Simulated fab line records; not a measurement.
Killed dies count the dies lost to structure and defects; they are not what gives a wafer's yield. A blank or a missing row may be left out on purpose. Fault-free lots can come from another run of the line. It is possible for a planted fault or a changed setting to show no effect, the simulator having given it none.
Matching of chambers + flow n5 finfet + 4 sister chambers for N5_SDB_DESCUM_16 on rie diel-03
The step chemistry O2, time 7.9 s. 20 wafers are shown with their chamber, then 10 later ones without.

WAFERS, EACH WITH ITS CHAMBER
| wafer  | chamber | drypump motor current A (A) | throttle valve pct (%) | showerhead plenum p Torr (Torr) |
|--------|---------|-----------------------------|------------------------|---------------------------------|
| L074.4 | 3       | 5.2                         | 20.38                  | 2.18                            |
| L074.5 | 2       | 5.3                         | 20.22                  | 2.18                            |
| L074.6 | 0       | 5.8                         | 20.22                  | 2.23                            |
| L080.2 | 1       | 5.4                         | 20.45                  | 2.16                            |
| L080.3 | 0       | 5.9                         | 20.23                  | 2.23                            |
| L080.5 | 0       | 5.8                         | 20.23                  | 2.23                            |
| L083.1 | 2       | 5.3                         | 20.26                  | 2.17                            |
| L083.3 | 3       | 5.2                         | 20.39                  | 2.17                            |
| L083.4 | 0       | 5.9                         | 20.26                  | 2.22                            |
| L085.1 | 2       | 5.3                         | 20.25                  | 2.17                            |
| L085.4 | 3       | 5.2                         | 20.39                  | 2.16                            |
| L085.5 | 2       | 5.3                         | 20.25                  | 2.17                            |
| L088.2 | 2       | 5.3                         | 20.27                  | 2.17                            |
| L088.3 | 1       | 5.3                         | 20.45                  | 2.15                            |
| L088.4 | 2       | 5.3                         | 20.28                  | 2.17                            |
| L089.2 | 1       | 5.4                         | 20.46                  | 2.15                            |
| L089.3 | 2       | 5.3                         | 20.28                  | 2.17                            |
| L089.4 | 2       | 5.3                         | 20.28                  | 2.17                            |
| L093.1 | 2       | 5.3                         | 20.30                  | 2.16                            |
| L093.4 | 0       | 5.8                         | 20.27                  | 2.22                            |

SIGNATURES (means of the wafers above)
| reading                  | chamber 0 | chamber 1 | chamber 2 | chamber 3 | scatter within a chamber |
|--------------------------|-----------|-----------|-----------|-----------|--------------------------|
| drypump motor current A  | 5.840     | 5.367     | 5.300     | 5.200     | 0.0342                   |
| throttle valve pct       | 20.2420   | 20.4533   | 20.2656   | 20.3867   | 0.0201                   |
| showerhead plenum p Torr | 2.2260    | 2.1533    | 2.1700    | 2.1700    | 0.00606                  |
Rule: for each reading, subtract the chamber's mean from the wafer's reading, divide by that reading's scatter and square the result; add these up over the readings and take the root, which gives the wafer's distance from the chamber. The wafer belongs to the nearest chamber; if the next one is less than 2 further off, it can't be placed. The scatter is the square root of a quotient: the sum, over the shown wafers, of each reading's squared deviation from its chamber's mean, divided by wafers minus chambers.

WAFERS WITHOUT THEIR CHAMBER
| wafer  | drypump motor current A (A) | throttle valve pct (%) | showerhead plenum p Torr (Torr) |
|--------|-----------------------------|------------------------|---------------------------------|
| L093.5 | 5.3                         | 20.29                  | 2.16                            |
| L095.2 | 5.2                         | 20.45                  | 2.16                            |
| L095.3 | 5.3                         | 20.29                  | 2.16                            |
| L095.6 | 5.9                         | 20.27                  | 2.22                            |
| L096.3 | 5.3                         | 20.51                  | 2.14                            |
| L096.4 | 5.8                         | 20.28                  | 2.22                            |
| L096.5 | 5.3                         | 20.49                  | 2.14                            |
| L097.2 | 5.2                         | 20.44                  | 2.16                            |
| L097.3 | 5.3                         | 20.29                  | 2.16                            |
| L097.5 | 5.2                         | 20.45                  | 2.16                            |

THE CHAMBER EACH PASSED THROUGH
| wafer  | from the rows above     | in truth |
|--------|-------------------------|----------|
| L093.5 | 2                       | 2        |
| L095.2 | can't be placed: 3 or 1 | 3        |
| L095.3 | 2                       | 2        |
| L095.6 | 0                       | 0        |
| L096.3 | 1                       | 1        |
| L096.4 | 0                       | 0        |
| L096.5 | 1                       | 1        |
| L097.2 | can't be placed: 3 or 1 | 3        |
| L097.3 | 2                       | 2        |
| L097.5 | can't be placed: 3 or 1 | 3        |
Correctly placed: 7 of 10. Not placeable from these rows: 3 (in 3, the candidates include the true chamber). Placed wrongly: 0.
